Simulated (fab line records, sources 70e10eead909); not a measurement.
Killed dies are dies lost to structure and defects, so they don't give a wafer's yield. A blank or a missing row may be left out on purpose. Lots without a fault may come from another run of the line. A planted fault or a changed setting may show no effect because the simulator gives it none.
A struck lot beside a sound one | flow nand_harc | 38 steps out of a route of 1159
Sound: wafers L931.4, L931.5, L931.6. Struck: wafer L936.2. (L936.3, L936.4 of the same lot were not struck and are left out.) The cause comes at the end.
At each step with rows: each side's tool, then ch and its chambers, then its first start. Under that, the readings that differ: sound wafers | struck wafers | difference of the means | sigmas: that difference in standard deviations of wafers without a fault.
alike: readings whose means differ by less than 2 such deviations, and words and numbers that are the same on both sides. not compared: withheld readings, readings that some wafer has no value for, bounds like >300 that may hide the same value, and numbers for which the record gives no deviation and whose values overlap.
The two part at a step that has a row with sigmas, a row that says differs or no value, or rows on one side only. Numbers that don't overlap but have no deviation are shown without sigmas and don't part them. A reading that every wafer of one side lacks parts them only if that side has two wafers or more.

NHARC_A_BONDPAD_OVL_MEAS_35:
  sound on overlay-01, day 20 06:44; struck on overlay-01, day 22 08:08
  alike: overlay_x_nm, overlay_y_nm
then, 4 steps without rows for these wafers: NHARC_A_BONDPAD_HARDBAKE_10 (time 65 s); NHARC_A_BONDPAD_DESCUM_11 (chemistry O2, time 3 s); NHARC_A_BONDPAD_ETCH_34 (etches the open film in N2/H2, target depth 60 nm, overetch 18 nm, time 65.91 s); NHARC_A_BONDPAD_ETCH_12 (etches the open film in CHF3/O2, target depth 220 nm, time 110 s).
NHARC_A_BONDPAD_CD_MEAS_13:
  sound on cd_sem-03, day 20 07:25; struck on cd_sem-01, day 22 08:36
  alike: cd_nm
then, 3 steps without rows for these wafers: NHARC_A_BONDPAD_STRIP_15 (strips in O2); NHARC_A_BONDPAD_ETCH_24 (etches the open film in CF4/N2, target depth 30 nm, time 72.99 s); NHARC_A_BONDPAD_STRIP_16 (strips in post etch residue remover, time 600 s).
NHARC_A_BONDPAD_DEGAS_25: time 60 s.
  sound on pvd_sputter-02, day 20 08:03; struck on pvd_sputter-01, day 22 09:14
  alike: heater_power_w
NHARC_A_BONDPAD_PRE_CLEAN_26: time 30 s.
  sound on pvd_sputter-02; struck on pvd_sputter-01
  alike: heater_power_w
NHARC_A_BONDPAD_PVD_17: deposits TaN, target thk 5 nm, time 8.06 s.
  sound on pvd_sputter-02; struck on pvd_sputter-01
  alike: throttle_valve_pct
NHARC_A_BONDPAD_PVD_27: deposits Cu, target thk 30 nm, time 20.49 s.
  sound on pvd_sputter-02, day 20 08:17; struck on pvd_sputter-01, day 22 09:34
  alike: throttle_valve_pct
then, 9 steps without rows for these wafers: NHARC_A_BONDPAD_ECD_18 (material Cu, target thk 400 nm); NHARC_A_BONDPAD_ANNEAL_28 (time 90 s); NHARC_A_BONDPAD_CMP_19 (polishes, t overpolish 30 s, cu recess touch 16 s, target thk 169.8 nm); NHARC_A_BONDPAD_SRD_21 (time 30 s, dry time 20 s); NHARC_HYBRID_BOND_ACTIVATE_00 (chemistry N2, time 60 s); NHARC_HYBRID_BOND_PRECLEAN_01 (cleans in DIW, time 300 s); NHARC_HYBRID_BOND_SRD_02 (time 30 s, dry time 20 s); NHARC_HYBRID_BOND_BOND_03; NHARC_HYBRID_BOND_ANNEAL_04 (time 7200 s).
NHARC_HYBRID_BOND_OVL_MEAS_05:
  sound on overlay-01, day 20 18:38; struck on overlay-02, day 23 00:49
  alike: overlay_x_nm, overlay_y_nm
NHARC_THIN_TSV_GRIND_00:
  sound on grinder-01 ch 0, day 20 19:26; struck on grinder-01 ch 0, day 23 01:13
  alike: motor_current_A
then, 1 step without rows for these wafers: NHARC_THIN_TSV_CMP_01 (polishes).
NHARC_THIN_TSV_THK_MEAS_02: measures by ir.
  sound on film_metro-02, day 20 20:20; struck on film_metro-02, day 23 02:29
  alike: thk_nm
then, 3 steps without rows for these wafers: NHARC_THIN_TSV_SRD_03; NHARC_THIN_TSV_PRECLEAN_41 (cleans in SC1); NHARC_THIN_TSV_SRD_42.
NHARC_THIN_TSV_DEP_43: deposits SiO2, target thk 1328.5 nm.
  sound on pecvd-02 ch 0,1,2, day 20 20:41; struck on pecvd-03 ch 2, day 23 02:46
  alike: rf_fwd_power_W, throttle_valve_pct
then, 7 steps without rows for these wafers: NHARC_THIN_TSV_DEHYDRATE_04 (time 120 s); NHARC_THIN_TSV_HMDS_05 (time 30 s); NHARC_THIN_TSV_COAT_06; NHARC_THIN_TSV_SOFTBAKE_07 (time 95 s); NHARC_THIN_TSV_EBR_08; NHARC_THIN_TSV_EXPOSE_09 (exposes mask TSV); NHARC_THIN_TSV_PEB_10 (peb time 85 s).
NHARC_END_SORT_01:
  sound on prober-01 ch 0, day 21 20:20; struck on prober-01 ch 0, day 23 18:52
  reading                  | sound          | struck | difference | sigmas
  defect_limited_yield (%) | 96.2 96.6 96.0 | 80.9   | -15.4      | -12
  killed_at_array          | 23 21 23       | 126    | +104       | +12
  killed_dies              | 26 23 27       | 129    | +104       | +12
  sort_bin_2_pct (%)       | 1.3 0.6 0.7    | 8.1    | +7.2       | +13
  sort_bin_3_pct (%)       | 0 0.44 0.15    | 5.76   | +5.56      | +26
  sort_bin_4_pct (%)       | 2.5 2.4 3.1    | 5.2    | +2.5       | +3
  sort_n_pass              | 651 654 650    | 548    | -104       | -12
  sort_yield_pct (%)       | 96.2 96.6 96.0 | 80.9   | -15.4      | -12
  alike: killed_at_other, killed_at_periphery, killed_open, killed_short, sort_rim_yield_pct

WHERE THEY PART
Only at NHARC_END_SORT_01, within this record.

WHY: what the simulator had put in
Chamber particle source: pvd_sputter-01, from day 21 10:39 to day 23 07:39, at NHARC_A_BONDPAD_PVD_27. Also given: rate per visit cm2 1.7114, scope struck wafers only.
